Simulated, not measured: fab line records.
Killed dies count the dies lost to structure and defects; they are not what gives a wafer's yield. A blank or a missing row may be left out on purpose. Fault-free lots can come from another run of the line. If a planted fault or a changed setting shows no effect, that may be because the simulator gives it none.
The same fault as seen by 2 desks	flow nand_harc	what lay behind the numbers comes last; until then each desk has only its own

## THE TOOL OWNER'S DESK: pecvd-03
The tool's own readings at NHARC_P_GATE_DEP_103 (deposits SiON, target thk 30 nm): means of the sampled wafers that have a number, for each lot that ran on this tool. Marked OUT: a lot whose mean sits more than 4 standard deviations from the usual mean, which makes it out of limits; the brackets give that distance.
Columns: A = heater_power_outer_w at NHARC_P_GATE_DEP_103, usual 425 W; B = heater_power_w at NHARC_P_GATE_DEP_103, usual 710 W
lot	first seen here	A	B
L544	day 5 10:18	504	805
L551	day 8 12:59	443	737
Finding of this desk: none of the 2 lots has anything out of limits.

## THE DEFECT DESK
Counts from the inspections along the route, per lot, as means over the sampled wafers that have a number. Marked OUT: a lot whose mean sits more than 4 standard deviations from the usual mean, which makes it out of limits; the brackets give that distance.
Columns: A = raw_defect_count at NHARC_P_STI_INSPECT_25, usual 209
lot	first seen here	A
L544	day 4 11:18	204
L546	day 5 07:40	170
L548	day 6 02:43	183
L551	day 7 11:22	206
L552	day 7 18:50	203
L559	day 10 13:48	165
L560	day 10 23:22	225
L561	day 11 10:59	177
L562	day 11 20:12	223
L563	day 12 06:44	175
L564	day 12 19:44	329
L566	day 13 14:58	161
Finding of this desk: none of the 12 lots has anything out of limits.

## PUT TOGETHER
The tool owner's desk saw nothing out of limits.
Nothing the defect desk looked at was out of limits.

## WHAT THE SIMULATOR HAD PUT IN
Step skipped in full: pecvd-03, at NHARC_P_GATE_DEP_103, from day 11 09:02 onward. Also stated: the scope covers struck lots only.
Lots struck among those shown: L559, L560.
